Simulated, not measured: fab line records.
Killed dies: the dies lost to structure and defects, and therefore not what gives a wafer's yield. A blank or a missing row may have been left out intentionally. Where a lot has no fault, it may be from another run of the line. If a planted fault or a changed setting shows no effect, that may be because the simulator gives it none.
Matching of chambers    flow nand_harc    rie_diel-11 running NHARC_P_BONDPAD_DESCUM_11: 4 sister chambers
The step chemistry O2, time 3 s. 7 wafers are shown with their chamber, then 7 later ones without.

## EACH WAFER AND ITS CHAMBER
wafer   chamber  showerhead_plenum_p_Torr (Torr)  rf_vpp_V (V)
L371.4  2        1.81                             56.5
L372.5  0        1.87                             57.4
L379.1  3        1.86                             57.6
L379.2  1        2.05                             56.8
L379.5  1        2.05                             59.3
L382.1  3        1.86                             57.9
L382.3  0        1.86                             57.7

## WAFERS WITHOUT THEIR CHAMBER
wafer   showerhead_plenum_p_Torr (Torr)  rf_vpp_V (V)
L382.6  1.86                             57.7
L385.1  1.80                             57.1
L385.3  1.86                             57.8
L385.6  1.80                             56.1
L389.1  1.80                             57.4
L389.3  1.86                             55.2
L389.5  1.80                             56.1

## EACH ONE'S CHAMBER
wafer   from the rows above      in truth
L382.6  can't be placed: 3 or 0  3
L385.1  2                        2
L385.3  can't be placed: 3 or 0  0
L385.6  2                        2
L389.1  2                        2
L389.3  can't be placed: 3 or 0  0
L389.5  2                        2
Correctly placed: 4 of 7. From these rows, 3 cannot be placed; in 3 the true chamber is one of the candidates. Number placed wrongly: 0.
How it was worked out, from the rows above alone: a wafer's distance from a chamber is the root of the sum, over the readings, of the square of ((its reading less the chamber's mean) divided by the reading's scatter). If the next closest chamber is less than 2 further off than the closest, the wafer can't be placed; otherwise it belongs to the closest. A chamber's mean is the mean of its shown wafers. The scatter: take each reading less its chamber's mean, square it, sum over the shown wafers, divide by the number of wafers less the number of chambers, and take the root.
